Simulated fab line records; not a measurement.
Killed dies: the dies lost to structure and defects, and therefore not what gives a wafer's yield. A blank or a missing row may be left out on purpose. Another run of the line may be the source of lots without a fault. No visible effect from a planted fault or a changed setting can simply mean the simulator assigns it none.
What tool caused it? | flow nand harc | 72 wafers from 24 lots sampled at 4 of the route's 1302 steps

## WHAT THE GAUGES READ, wafer by wafer
NHARC_P_BONDPAD_OVL_MEAS_38.
lot  | measured     | on         | overlay x nm (nm) | overlay y nm (nm)
L074 | day 6 21:10  | overlay-02 | 4 4 4             | -4 -4 -4
L075 | day 7 02:52  | overlay-01 | 3 3 2             | 6 6 5
L076 | day 7 07:40  | overlay-01 | -4 -3 -3          | 8 8 8
L077 | day 8 00:40  | overlay-02 | 1 2 2             | -1 -2 -1
L078 | day 8 09:03  | overlay-02 | -3 -3 -3          | -10 -10 -9
L079 | day 8 13:44  | overlay-01 | 7 7 7             | 6 6 6
L080 | day 9 05:26  | overlay-02 | 8 8 9             | 2 2 2
L081 | day 9 07:11  | overlay-02 | -2 -2 -2          | 2 1 1
L082 | day 9 17:11  | overlay-02 | -2 -2 -2          | 4 4 3
L083 | day 10 07:13 | overlay-02 | -8 -7 -8          | 5 5 5
L084 | day 10 20:58 | overlay-02 | -1 -2 -1          | 4 5 5
L085 | day 10 23:54 | overlay-01 | 1 1 1             | 3 2 3
L086 | day 11 17:44 | overlay-01 | -1 -2 -1          | 4 4 4
L088 | day 12 15:52 | overlay-01 | -1 0 0            | 0 -1 0
L087 | day 12 16:34 | overlay-01 | -9 -8 -8          | -9 -9 -9
L089 | day 12 17:37 | overlay-02 | -10 -10 -10       | -5 -6 -5
L090 | day 13 07:09 | overlay-01 | 2 3 2             | -2 -2 -2
L091 | day 13 16:55 | overlay-02 | 7 7 6             | 7 7 7
L092 | day 14 04:19 | overlay-02 | -4 -4 -4          | 0 1 1
L093 | day 14 08:04 | overlay-01 | 4 4 4             | 4 5 4
L094 | day 14 22:29 | overlay-02 | -1 0 -1           | 10 10 10
L095 | day 15 09:10 | overlay-01 | -10 -10 -10       | -10 -11 -11
L096 | day 15 13:56 | overlay-02 | -7 -6 -6          | -4 -5 -4
L097 | day 16 05:46 | overlay-01 | 6 6 6             | -16 -16 -16

NHARC_A_ZERO_WELL_CD_MEAS_10: target cd 2000 nm.
lot  | measured     | on        | cd nm (nm)
L074 | day 7 01:11  | cd sem-01 | 2001.0 2003.0 2000.2
L075 | day 7 06:53  | cd sem-02 | 1997.3 1996.6 1997.0
L076 | day 7 11:41  | cd sem-01 | 2001.6 2003.9 1998.7
L077 | day 8 05:37  | cd sem-01 | 2000.4 1999.2 2000.2
L078 | day 8 12:55  | cd sem-03 | 2000.5 2000.7 2000.8
L079 | day 8 17:45  | cd sem-01 | 2000.0 2000.0 1998.7
L080 | day 9 09:33  | cd sem-02 | 2001.1 1999.4 2002.2
L081 | day 9 11:13  | cd sem-02 | 1999.9 1997.7 1997.1
L082 | day 9 21:04  | cd sem-02 | 1998.7 1996.2 1997.6
L083 | day 10 11:34 | cd sem-02 | 1998.1 1997.6 2000.4
L084 | day 11 00:52 | cd sem-03 | 2005.0 2002.0 1999.1
L085 | day 11 03:55 | cd sem-01 | 2000.0 1999.0 1999.4
L086 | day 11 21:44 | cd sem-03 | 1997.8 1998.4 1999.3
L088 | day 12 19:43 | cd sem-02 | 2000.3 1999.1 1998.8
L087 | day 12 20:34 | cd sem-01 | 1997.1 2000.4 2000.4
L089 | day 12 21:35 | cd sem-03 | 1999.5 2003.2 2002.2
L090 | day 13 11:13 | cd sem-02 | 1997.1 2000.3 1999.8
L091 | day 13 21:05 | cd sem-02 | 2002.3 2000.3 2001.5
L092 | day 14 08:13 | cd sem-03 | 2001.7 1997.2 1997.9
L093 | day 14 12:07 | cd sem-02 | 1997.8 2002.3 2000.7
L094 | day 15 02:28 | cd sem-03 | 1995.0 1997.9 1998.0
L095 | day 15 13:36 | cd sem-02 | 1999.9 2000.9 2000.1
L096 | day 15 17:47 | cd sem-01 | 1998.7 2000.2 1999.0
L097 | day 16 09:41 | cd sem-03 | 1999.4 1996.8 1998.4

NHARC_A_ONON_D1_THK_MEAS_30: measures by ellipsometry.
lot  | measured     | on            | thk nm (nm)
L074 | day 8 16:44  | film metro-02 | 1022 1020 1022
L075 | day 8 16:44  | film metro-01 | 999 999 998
L076 | day 9 02:25  | film metro-01 | 996 996 996
L077 | day 9 17:35  | film metro-02 | 969 972 970
L078 | day 10 02:01 | film metro-02 | 998 995 997
L079 | day 10 02:03 | film metro-01 | 995 995 994
L080 | day 11 01:38 | film metro-02 | 992 991 991
L081 | day 11 01:35 | film metro-01 | 1002 1002 1004
L082 | day 11 15:40 | film metro-01 | 993 992 993
L083 | day 11 22:18 | film metro-02 | 1007 1007 1007
L084 | day 12 14:18 | film metro-01 | 981 981 981
L085 | day 12 14:18 | film metro-02 | 1002 1001 1000
L086 | day 13 08:35 | film metro-02 | 1024 1024 1022
L088 | day 14 07:44 | film metro-02 | 1004 1005 1004
L087 | day 14 07:50 | film metro-01 | 1005 1005 1006
L089 | day 14 08:01 | film metro-02 | 1009 1008 1009
L090 | day 15 01:11 | film metro-02 | 996 997 997
L091 | day 15 08:34 | film metro-02 | 1017 1014 1015
L092 | day 15 19:02 | film metro-01 | 1012 1013 1014
L093 | day 15 22:34 | film metro-02 | 1005 1005 1005
L094 | day 16 14:16 | film metro-01 | 988 986 987
L095 | day 16 23:38 | film metro-01 | 996 998 998
L096 | day 17 05:46 | film metro-01 | 992 991 991
L097 | day 17 23:20 | film metro-01 | 998 996 997

## EACH LOT AND THE TOOL THAT RAN IT (in order: tool; ch and the chambers of the sampled wafers; start)
lot  | NHARC_P_BONDPAD_ANNEAL_28
L074 | rtp anneal-01 ch 0, day 6 22:58
L075 | rtp anneal-02 ch 0, day 7 04:45
L076 | rtp anneal-01 ch 0, day 7 09:29
L077 | rtp anneal-02 ch 0, day 8 03:27
L078 | rtp anneal-01 ch 0, day 8 10:53
L079 | rtp anneal-01 ch 0, day 8 15:32
L080 | rtp anneal-01 ch 0, day 9 07:25
L081 | rtp anneal-01 ch 0, day 9 09:00
L082 | rtp anneal-01 ch 0, day 9 18:59
L083 | rtp anneal-01 ch 0, day 10 09:04
L084 | rtp anneal-01 ch 0, day 10 22:52
L085 | rtp anneal-02 ch 0, day 11 01:55
L086 | rtp anneal-02 ch 0, day 11 19:34
L088 | rtp anneal-01 ch 0, day 12 17:49
L087 | rtp anneal-02 ch 0, day 12 18:22
L089 | rtp anneal-02 ch 0, day 12 19:25
L090 | rtp anneal-02 ch 0, day 13 09:05
L091 | rtp anneal-02 ch 0, day 13 18:50
L092 | rtp anneal-01 ch 0, day 14 06:10
L093 | rtp anneal-01 ch 0, day 14 09:56
L094 | rtp anneal-02 ch 0, day 15 00:17
L095 | rtp anneal-02 ch 0, day 15 11:23
L096 | rtp anneal-02 ch 0, day 15 15:44
L097 | rtp anneal-02 ch 0, day 16 07:37
- NHARC_P_BONDPAD_ANNEAL_28: time 90 s.

## AS READ BY THE TOOLS THEMSELVES (means over the sampled wafers that have a number; for cases with no such wafer, the mark the record gives instead)
NHARC_P_BONDPAD_ANNEAL_28.
lot  | tool          | wafer_temp_C_max
L074 | rtp anneal-01 | 225.64
L075 | rtp anneal-02 | 226.03
L076 | rtp anneal-01 | 225.70
L077 | rtp anneal-02 | 226.10
L078 | rtp anneal-01 | 225.67
L079 | rtp anneal-01 | 225.91
L080 | rtp anneal-01 | 225.53
L081 | rtp anneal-01 | 225.76
L082 | rtp anneal-01 | 225.85
L083 | rtp anneal-01 | 225.80
L084 | rtp anneal-01 | 225.61
L085 | rtp anneal-02 | 226.02
L086 | rtp anneal-02 | 226.14
L088 | rtp anneal-01 | 225.87
L087 | rtp anneal-02 | 226.24
L089 | rtp anneal-02 | 226.16
L090 | rtp anneal-02 | 226.25
L091 | rtp anneal-02 | 226.18
L092 | rtp anneal-01 | 225.76
L093 | rtp anneal-01 | 225.40
L094 | rtp anneal-02 | 226.04
L095 | rtp anneal-02 | 226.13
L096 | rtp anneal-02 | 225.94
L097 | rtp anneal-02 | 225.90

## THE ANSWER, worked out from the rows above alone
Rule: usual is defined by the lots themselves. The widest of any qualifying gaps counts: lots, ordered by their means at a reading, are off when they make up no more than a third of the lots, leave a main group of 4 or more, and stand apart from it by 3 or more times the standard deviation of that group's means. Not used: any main group whose means are identical at the precision the tables above print for the reading. Also off: a lot with no number at a reading for which 4 or more lots have one. Where the step has rows for the other lots, those lots are counted as sound. First the gauges in route order, then the tools' own readings, where a lot's mean is used as printed above. At the first step where some lot is off, the reading lying furthest off is the one used; lots without a number count as furthest.
Nothing can be told from this: no lot is off at any reading shown.

## WHAT THE SIMULATOR PUT IN
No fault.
